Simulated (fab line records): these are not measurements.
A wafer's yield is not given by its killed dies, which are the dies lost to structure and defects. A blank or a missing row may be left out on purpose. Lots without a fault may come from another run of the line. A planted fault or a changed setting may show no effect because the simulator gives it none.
Chamber matching -- flow n5-finfet -- 4 sister chambers for N5_BEOL_M8_ETCH_65 on rie-diel-05
The step etches SiARC in CF4, target depth 15.6 nm, time 26 s. 14 wafers are shown with their chamber, then 7 later ones without.

## EACH WAFER AND ITS CHAMBER
wafer,chamber,drypump-motor-current-A (A),showerhead-plenum-p-Torr (Torr),throttle-valve-pct (%)
L081.1,1,5.4,2.26,15.36
L081.2,2,5.8,2.18,15.57
L081.4,0,6.3,2.17,15.55
L086.3,3,6.6,2.19,15.85
L086.5,2,5.8,2.18,15.58
L086.6,1,5.4,2.26,15.37
L090.3,1,5.4,2.26,15.38
L090.5,1,5.4,2.26,15.40
L090.6,3,6.7,2.19,15.87
L088.2,3,6.6,2.19,15.88
L088.5,3,6.6,2.19,15.88
L088.6,1,5.4,2.26,15.40
L097.3,2,5.8,2.18,15.61
L097.4,0,6.3,2.16,15.57

SIGNATURES, as means of the wafers listed above
reading,chamber 0,chamber 1,chamber 2,chamber 3,scatter within a chamber
drypump-motor-current-A,6.300,5.400,5.800,6.625,0.0274
showerhead-plenum-p-Torr,2.1650,2.2600,2.1800,2.1900,0.00224
throttle-valve-pct,15.5600,15.3820,15.5867,15.8700,0.0172
Rule: a wafer's distance from a chamber is the root of the sum, over the readings, of the square of ((its reading less the chamber's mean) divided by the reading's scatter). The wafer belongs to the nearest chamber; if the next one is less than 2 further off, it can't be placed. How the scatter is found: for the shown wafers, subtract from each reading the mean of its chamber, square and add these, divide the total by (wafers less chambers), then take the root.

## WAFERS WHOSE CHAMBER IS MISSING
wafer,drypump-motor-current-A (A),showerhead-plenum-p-Torr (Torr),throttle-valve-pct (%)
L097.5,5.8,2.18,15.62
L091.1,5.7,2.18,15.60
L091.2,6.3,2.16,15.58
L091.3,5.4,2.26,15.42
L092.1,6.3,2.16,15.58
L092.2,5.8,2.17,15.61
L092.5,6.3,2.16,15.59

## THE CHAMBER EACH PASSED THROUGH
wafer,from the rows above,in truth
L097.5,2,2
L091.1,2,2
L091.2,0,0
L091.3,1,1
L092.1,0,0
L092.2,2,2
L092.5,0,0
7 of 7 placed correctly. Left unplaced by these rows: 0. Placed wrongly: 0.
